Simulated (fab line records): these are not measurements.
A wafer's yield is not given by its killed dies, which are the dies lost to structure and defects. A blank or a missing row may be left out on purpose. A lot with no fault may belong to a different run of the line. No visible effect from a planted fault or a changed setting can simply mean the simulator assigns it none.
2 desks, one fault -- flow n5Finfet -- each desk holds nothing but its own numbers, with what lay behind them at the end

AT THE METROLOGY DESK
Means of the sampled wafers that have a number, per lot and without regard to the tool the lot ran on: this is what the gauges read. A lot is out of limits, marked OUT, if its mean lies more than 4 standard deviations from the usual mean; the brackets give that distance. 7 of its 10 readings are shown, namely those furthest out on some lot.
Columns: A = DIBL_P at N5_BEOL_M4_RC_MEAS_101, usual 36.3 mV/V; B = IOFF_P at N5_BEOL_M4_RC_MEAS_101, usual 0.23 nA/um; C = ION_P at N5_BEOL_M4_RC_MEAS_101, usual 464 uA/um; D = SS_N at N5_BEOL_M4_RC_MEAS_101, usual 71.7 mV/dec; E = SS_P at N5_BEOL_M4_RC_MEAS_101, usual 73.3 mV/dec; F = VT_N at N5_BEOL_M4_RC_MEAS_101, usual 250 mV; G = VT_P at N5_BEOL_M4_RC_MEAS_101, usual -249 mV
lot,first seen here,A,B,C,D,E,F,G
L996,day 11 19:10,36.7,0.22,456,72.5,73.6,251,-250
L998,day 12 07:59,38.6,0.24,464,72.1,73.7,251,-250
L100,day 12 12:27,35.1,0.22,478,71.1,73.1,252,-248
L102,day 12 13:41,34.1,0.19,458,70.9,72.7,251,-252
L107,day 14 05:37,37.6,0.25,471,71.9,73.5,246,-246
This desk's finding: nothing out of limits on any of the 5 lots.

TOOL OWNER'S DESK, pecvd-02
The tool's own readings at N5_BEOL_M4_PECVD_72 (deposits SiO2 from TEOS/O2, target thk 16 nm, time 18 s): means of the sampled wafers that have a number, for each lot that ran on this tool. A lot is out of limits, marked OUT, if its mean lies more than 4 standard deviations from the usual mean; the brackets give that distance.
Columns: A = heaterPowerW at N5_BEOL_M4_PECVD_72, usual 785 W; B = showerheadPlenumPTorr at N5_BEOL_M4_PECVD_72, usual 8.80 Torr; C = throttleValvePct at N5_BEOL_M4_PECVD_72, usual 23.0 %
lot,first seen here,A,B,C
L996,day 11 05:55,688,8.82,21.9
L998,day 11 08:54,751,8.82,21.9
L102,day 11 17:56,694,8.82,22.6
L100,day 11 19:31,823,8.85,22.4
This desk's finding: nothing out of limits on any of the 4 lots.

PUT TOGETHER
From the metrology desk's view, nothing was out of limits.
Nothing out of limits was seen by the tool owner's desk.

WHAT THE SIMULATOR HAD INSERTED
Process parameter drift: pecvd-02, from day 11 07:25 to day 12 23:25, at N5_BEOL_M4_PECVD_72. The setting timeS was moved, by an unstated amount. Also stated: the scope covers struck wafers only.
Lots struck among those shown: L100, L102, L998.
